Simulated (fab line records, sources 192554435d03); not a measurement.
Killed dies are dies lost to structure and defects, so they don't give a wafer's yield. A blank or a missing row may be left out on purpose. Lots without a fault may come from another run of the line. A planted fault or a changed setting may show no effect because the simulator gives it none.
Which tool did it? | flow n5_finfet | 9 lots, 27 wafers sampled, at 1 step of a route of 1938

WHAT THE GAUGES READ, wafer by wafer
N5_FIN_SAQP_THK_MEAS_05.
lot  | measured    | on            | thk_nm (nm)
L799 | day 3 09:02 | film_metro-02 | 38.2 38.3 38.2
L801 | day 3 21:00 | film_metro-02 | 37.4 38.1 38.2
L802 | day 4 03:35 | film_metro-02 | 38.4 38.7 38.6
L803 | day 4 09:42 | film_metro-02 | 37.0 37.8 37.0
L804 | day 4 15:50 | film_metro-02 | 38.2 38.8 39.0
L812 | day 6 15:35 | film_metro-02 | 38.4 38.6 38.1
L813 | day 6 21:28 | film_metro-01 | 38.0 37.9 37.5
L815 | day 7 09:52 | film_metro-01 | 38.2 38.3 38.6
L816 | day 7 15:10 | film_metro-01 | 38.1 38.2 38.6

WHICH TOOL RAN EACH LOT (tool, then ch and the chambers of the sampled wafers, then the start)
The record holds no process step before these readings.

THE ANSWER, worked out from the rows above alone
Rule: what is usual is taken from the lots themselves. Put in order of their means at a reading, lots are off if they are a third of the lots or fewer, leave a main group of 4 or more, and stand apart from it by a gap of 3 or more times the standard deviation of the main group's means; of several such gaps the widest counts. A main group whose means are all the same, to the digits that the tables above print for the reading, isn't used. A lot without any number at a reading at which 4 lots or more have one is off too. The other lots that the step has rows for count as sound.
No lot is off at any reading shown: from this, nothing can be told.

WHAT THE SIMULATOR HAD PUT IN
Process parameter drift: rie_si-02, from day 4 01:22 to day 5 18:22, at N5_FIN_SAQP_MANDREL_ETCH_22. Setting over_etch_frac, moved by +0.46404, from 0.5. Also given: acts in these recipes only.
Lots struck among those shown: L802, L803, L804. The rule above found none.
